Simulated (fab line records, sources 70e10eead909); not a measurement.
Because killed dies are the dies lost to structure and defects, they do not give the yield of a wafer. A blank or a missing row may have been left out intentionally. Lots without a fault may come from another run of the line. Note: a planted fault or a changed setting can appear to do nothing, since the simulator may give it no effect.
fab line records | flow nand_harc
record: lots: 7 wafers: 21 last_day: 24
route steps=1159 shown P_ZERO_WELL@30
lots that met no fault: taken from a fault-free run of the same line
start_h: hours from the record's first day to the start of the lot's first wafer shown | wait_h: hours elapsed since this lot's preceding step | " identical to the entry in the row above | L1.1+2: one row covering several wafers at once | - no value, or no start given | * or withheld: withheld | < > ~ a bound
route shown NAME@n: NAME is a module with steps in the file, n the number in the route of the first one | usual: average and standard deviation across the fault-free wafers | same: alike in all rows | chamber/n: place in a boat | sites: the reading at each site | _std_site: the standard deviation of these | _edge_site: the outer-site mean with the inner-site mean subtracted | radius_mm: for every site, how far away it sits from the centre of the wafer | mask NAME#n: copy n | behind: the most recent tool/chamber to have shaped the wafer | hold: why the lot went on hold/how many hours it stayed there/how the hold came to an end | device: the transistor (n, p or np) that didn't switch | end of line: at the end of the route, the tests of the same wafers | a step without rows: its recipe alone | killed: dies that structure and defects cost at the first sort, which is not the same as the wafer's yield | map: per-die view of a wafer (x killed, . not killed, _ where there is no die)
set.NAME: the setting that was run; set.NAME@STEP: the one run at that earlier step | model.NAME: the simulator's own value behind a step, which no gauge read
certain route steps with their lots: each step a table, each wafer a row
services: a tool's chamber out of use, with start hour (start_h, from the record's first day; less than 0 if before it), hours out, and reason
== steps ==
step: NHARC_P_ZERO_WELL_HARDBAKE_25
recipe: temp_c: 125 time_s: 80
step: NHARC_P_ZERO_WELL_DESCUM_26
recipe: time_s: 3 o2_flow_sccm: 200 ar_flow_sccm: 0 bias_power_w: 0 chemistry: O2
usual: drypump_motor_current_A: 5.5/0.55 oes_product_au: 1.000/0.0057 rf_vpp_V: 57.9/0.96 showerhead_plenum_p_Torr: 1.94/0.053 throttle_valve_pct: 11.311/0.0098
same: time_s: 3
columns lot.wafer tool chamber start_h wait_h drypump_motor_current_A oes_product_au rf_hours_counter_h rf_vpp_V showerhead_plenum_p_Torr throttle_valve_pct
L265.3 rie_diel-07 3 26.65 - 4.9 1.005 11 59.1 2.00 11.326
L265.4 " 0 " " 5.5 0.999 11 58.5 1.87 11.308
L265.6 " 1 " " 5.6 0.997 - 58.2 2.02 11.312
L271.1 rie_diel-01 1 62.81 - 5.4 1.005 7 56.7 1.86 11.308
L271.5 " 1 " " 5.4 1.005 - 58.2 1.86 11.311
L271.6 " 0 " " 5.5 0.995 - 57.3 1.96 11.320
L272.4 rie_diel-07 0 68.65 - 5.5 0.991 0 56.9 1.86 11.300
L272.3 " 1 " " 5.6 1.008 1 58.8 2.02 11.317
L272.5 " 0 " " 5.5 0.995 - 57.6 1.86 11.311
L273.1 rie_diel-01 1 74.54 - 5.3 1.012 8 57.2 1.86 11.306
L273.3 " 2 " " 4.9 0.996 7 57.5 1.95 11.310
L273.6 " 1 " " 5.3 1.002 - 55.8 1.86 11.304
L281.4 rie_diel-07 1 122.76 - 5.6 1.005 4 58.3 2.01 11.310
L281.2 " 2 " " 5.4 1.002 5 57.8 1.92 11.316
L281.5 " 3 " " 4.9 1.003 - 58.4 2.00 11.303
L283.3 rie_diel-07 1 134.75 - 5.6 1.005 5 58.8 2.01 11.302
L283.2 " 2 " " 5.4 1.005 6 57.0 1.92 11.306
L283.6 " 3 " " 4.9 1.010 - 57.8 2.00 11.296
L284.4 rie_diel-07 0 140.75 - 5.5 0.999 5 56.6 1.86 11.300
L284.1 " 1 " " 5.6 1.005 5 58.0 2.01 11.321
L284.5 " 0 " " 5.5 0.990 - 59.0 1.86 11.324
step: NHARC_P_ZERO_WELL_IMPLANT_27
recipe: energy_kev: 600 dose_cm2: 1e+13 tilt_deg: 7
step: NHARC_P_ZERO_WELL_IMPLANT_57
recipe: energy_kev: 250 dose_cm2: 4e+12 tilt_deg: 7
step: NHARC_P_ZERO_WELL_IMPLANT_58
recipe: energy_kev: 100 dose_cm2: 2e+12 tilt_deg: 7
step: NHARC_P_ZERO_WELL_STRIP_28
recipe: time_s: 840 temp_c: 130 chemistry: SPM
step: NHARC_P_ZERO_WELL_DEHYDRATE_29
recipe: temp_c: 150 time_s: 120
step: NHARC_P_ZERO_WELL_HMDS_30
recipe: time_s: 30
step: NHARC_P_ZERO_WELL_COAT_31
recipe: spin_rpm: withheld
step: NHARC_P_ZERO_WELL_SOFTBAKE_32
recipe: temp_c: 122 time_s: 95
step: NHARC_P_ZERO_WELL_EBR_33
step: NHARC_P_ZERO_WELL_EXPOSE_34
recipe: na: 0.6 target_cd_nm: 720 dose_mj: 22.31 mask_id: P_PWELL
step: NHARC_P_ZERO_WELL_PEB_35
recipe: peb_temp_c: 118 peb_time_s: 85
usual: chill_plate_temp_C: 22.98/0.12 exhaust_pa: 45.1/0.94 peb_time_s: 85/0 resist_line_temp_C: 22.97/0.11
columns lot.wafer tool chamber start_h wait_h chill_plate_temp_C exhaust_pa peb_time_s resist_line_temp_C
L265.3 litho_track-07 0 27.88 0.1 22.93 44.9 85 22.86
L265.4 " 0 " " 22.96 45.2 85 22.91
L265.6 " 0 " " 23.02 46.0 85 22.83
L271.1 litho_track-07 - 64.22 0.1 - - - -
L271.5 " - " " - - - -
L271.6 " - " " - - - -
L272.3 litho_track-03 - 69.92 0.1 - - - -
L272.4 " - " " - - - -
L272.5 " - " " - - - -
L273.1 litho_track-03 - 75.80 0.1 - - - -
L273.3 " - " " - - - -
L273.6 " - " " - - - -
L281.2 litho_track-03 0 124.00 0.1 22.83 43.3 85 22.82
L281.4 " 0 " " 22.93 44.0 85 22.91
L281.5 " 0 " " 23.02 43.2 85 22.93
L283.2 litho_track-07 0 136.12 0.1 23.05 44.0 85 22.94
L283.3 " 0 " " 23.02 44.6 85 22.93
L283.6 " 0 " " 23.04 44.5 85 22.94
L284.1 litho_track-03 0 142.14 0.1 22.98 46.4 85 22.83
L284.4 " 0 " " 22.81 45.1 85 22.84
L284.5 " 0 " " 23.05 45.1 85 22.95
step: NHARC_P_ZERO_WELL_DEVELOP_36
recipe: time_s: 70
== services ==
columns tool chamber start_h hours kind
rie_diel-07 0 5.73 - clean
rie_diel-07 1 5.73 - clean
rie_diel-07 2 5.73 - clean
rie_diel-07 3 5.73 - clean
rie_diel-01 - 11.58 2.0 repair
litho_track-07 - 14.00 7.0 pm
rie_diel-07 0 30.23 - clean
rie_diel-07 1 30.23 - clean
rie_diel-07 2 30.23 - clean
rie_diel-07 3 30.23 - clean
litho_track-03 - 38.00 7.0 pm
rie_diel-07 - 51.23 9.0 pm
rie_diel-07 0 51.23 9.0 vent_cycle
rie_diel-07 1 51.23 9.0 vent_cycle
rie_diel-07 2 51.23 9.0 vent_cycle
rie_diel-07 3 51.23 9.0 vent_cycle
rie_diel-07 0 60.23 - clean
rie_diel-01 2 61.32 12.1 repair
rie_diel-01 1 79.99 24.8 repair
rie_diel-01 2 106.34 5.2 repair
rie_diel-07 1 114.16 2.4 repair
rie_diel-01 1 118.32 1.4 repair
rie_diel-07 - 128.03 0.5 repair
rie_diel-01 - 137.80 9.0 pm
== key ==
first_sign: step: NHARC_P_ZERO_WELL_PEB_35 reading: tool_record direction: missing
effect none on later readings
met_at NHARC_P_ZERO_WELL_PEB_35
struck_wafers L271.1,L271.5,L271.6,L272.3,L272.4,L272.5,L273.1,L273.3,L273.6
later_rows_left_out L271.1,L271.5,L271.6,L272.3,L272.4,L272.5,L273.1,L273.3,L273.6
sort_left_out L271.1,L271.5,L271.6,L272.3,L272.4,L272.5,L273.1,L273.3,L273.6
tester_left_out L271,L272,L273
onset_between 27.88 64.22
fault: kind: skipped_step_whole tool: litho_track-03,litho_track-07 chamber: - onset_h: 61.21 steps: NHARC_P_ZERO_WELL_PEB_35 scope: struck_lots_only
tester_left_out: of these lots the tester's yield and bins aren't shown, on N5 and GAA mostly nor the transistor test; their killed dies are dies lost to structure and defects alone, not to doping, threshold or leakage, so they don't give the yield
sort_left_out: the simulated sort isn't trusted on such a fault, so these wafers' sort isn't shown, and their yield isn't known
later_rows_left_out: the simulator's readings of these wafers behind a module that went badly wrong aren't trusted and aren't shown, but for the sort
